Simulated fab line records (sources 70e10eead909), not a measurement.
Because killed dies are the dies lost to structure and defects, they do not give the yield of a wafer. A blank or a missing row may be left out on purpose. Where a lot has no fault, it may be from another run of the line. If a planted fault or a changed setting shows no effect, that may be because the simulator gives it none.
Matching of chambers :: flow nand-harc :: rie-diel-13 running NHARC_A_SGD_CUT_ETCH_15: 4 sister chambers
The step etches the open film in CH3F/O2, target depth 75 nm, time 64.3 s. 14 wafers are shown with their chamber, then 7 later ones without.

## WAFERS WITH THEIR CHAMBER
wafer: L900.2
chamber: 3
showerhead-plenum-p-Torr (Torr): 2.55
drypump-motor-current-A (A): 5.9
rf-vpp-V (V): 265.9

wafer: L900.3
chamber: 0
showerhead-plenum-p-Torr (Torr): 2.64
drypump-motor-current-A (A): 5.1
rf-vpp-V (V): 267.2

wafer: L900.6
chamber: 3
showerhead-plenum-p-Torr (Torr): 2.55
drypump-motor-current-A (A): 5.9
rf-vpp-V (V): 265.0

wafer: L904.1
chamber: 3
showerhead-plenum-p-Torr (Torr): 2.55
drypump-motor-current-A (A): 5.9
rf-vpp-V (V): 265.8

wafer: L904.3
chamber: 0
showerhead-plenum-p-Torr (Torr): 2.63
drypump-motor-current-A (A): 5.1
rf-vpp-V (V): 266.2

wafer: L904.6
chamber: 2
showerhead-plenum-p-Torr (Torr): 2.59
drypump-motor-current-A (A): 5.3
rf-vpp-V (V): 266.0

wafer: L906.1
chamber: 0
showerhead-plenum-p-Torr (Torr): 2.63
drypump-motor-current-A (A): 5.1
rf-vpp-V (V): 267.9

wafer: L906.2
chamber: 3
showerhead-plenum-p-Torr (Torr): 2.55
drypump-motor-current-A (A): 5.9
rf-vpp-V (V): 263.7

wafer: L906.4
chamber: 2
showerhead-plenum-p-Torr (Torr): 2.59
drypump-motor-current-A (A): 5.4
rf-vpp-V (V): 265.6

wafer: L916.1
chamber: 0
showerhead-plenum-p-Torr (Torr): 2.63
drypump-motor-current-A (A): 5.1
rf-vpp-V (V): 265.3

wafer: L916.2
chamber: 1
showerhead-plenum-p-Torr (Torr): 2.38
drypump-motor-current-A (A): 6.1
rf-vpp-V (V): 263.8

wafer: L916.5
chamber: 3
showerhead-plenum-p-Torr (Torr): 2.55
drypump-motor-current-A (A): 5.9
rf-vpp-V (V): 265.9

wafer: L915.1
chamber: 0
showerhead-plenum-p-Torr (Torr): 2.63
drypump-motor-current-A (A): 5.1
rf-vpp-V (V): 266.5

wafer: L915.5
chamber: 1
showerhead-plenum-p-Torr (Torr): 2.38
drypump-motor-current-A (A): 6.0
rf-vpp-V (V): 262.0

SIGNATURES (averages over the wafers above)
reading: showerhead-plenum-p-Torr
chamber 0: 2.6320
chamber 1: 2.3800
chamber 2: 2.5900
chamber 3: 2.5500
scatter within a chamber: 0.00283

reading: drypump-motor-current-A
chamber 0: 5.100
chamber 1: 6.050
chamber 2: 5.350
chamber 3: 5.900
scatter within a chamber: 0.0316

reading: rf-vpp-V
chamber 0: 266.620
chamber 1: 262.900
chamber 2: 265.800
chamber 3: 265.260
scatter within a chamber: 0.96
Rule: for each reading, subtract the chamber's mean from the wafer's reading, divide by that reading's scatter and square the result; add these up over the readings and take the root, which gives the wafer's distance from the chamber. The wafer belongs to the nearest chamber; if the next one is less than 2 further off, it can't be placed. The scatter is the square root of a quotient: the sum, over the shown wafers, of each reading's squared deviation from its chamber's mean, divided by wafers minus chambers.

## WAFERS MISSING THEIR CHAMBER
wafer: L915.6
showerhead-plenum-p-Torr (Torr): 2.59
drypump-motor-current-A (A): 5.4
rf-vpp-V (V): 267.1

wafer: L921.1
showerhead-plenum-p-Torr (Torr): 2.38
drypump-motor-current-A (A): 6.0
rf-vpp-V (V): 263.9

wafer: L921.3
showerhead-plenum-p-Torr (Torr): 2.55
drypump-motor-current-A (A): 5.9
rf-vpp-V (V): 263.5

wafer: L921.4
showerhead-plenum-p-Torr (Torr): 2.63
drypump-motor-current-A (A): 5.1
rf-vpp-V (V): 267.7

wafer: L923.1
showerhead-plenum-p-Torr (Torr): 2.55
drypump-motor-current-A (A): 5.9
rf-vpp-V (V): 265.0

wafer: L923.3
showerhead-plenum-p-Torr (Torr): 2.63
drypump-motor-current-A (A): 5.1
rf-vpp-V (V): 266.2

wafer: L923.4
showerhead-plenum-p-Torr (Torr): 2.38
drypump-motor-current-A (A): 6.0
rf-vpp-V (V): 263.4

## CHAMBER TAKEN BY EACH
wafer: L915.6
from the rows above: 2
in truth: 2

wafer: L921.1
from the rows above: 1
in truth: 1

wafer: L921.3
from the rows above: 3
in truth: 3

wafer: L921.4
from the rows above: 0
in truth: 0

wafer: L923.1
from the rows above: 3
in truth: 3

wafer: L923.3
from the rows above: 0
in truth: 0

wafer: L923.4
from the rows above: 1
in truth: 1
Placed correctly: 7 of 7. Can't be placed from these rows: 0. 0 placed wrongly.
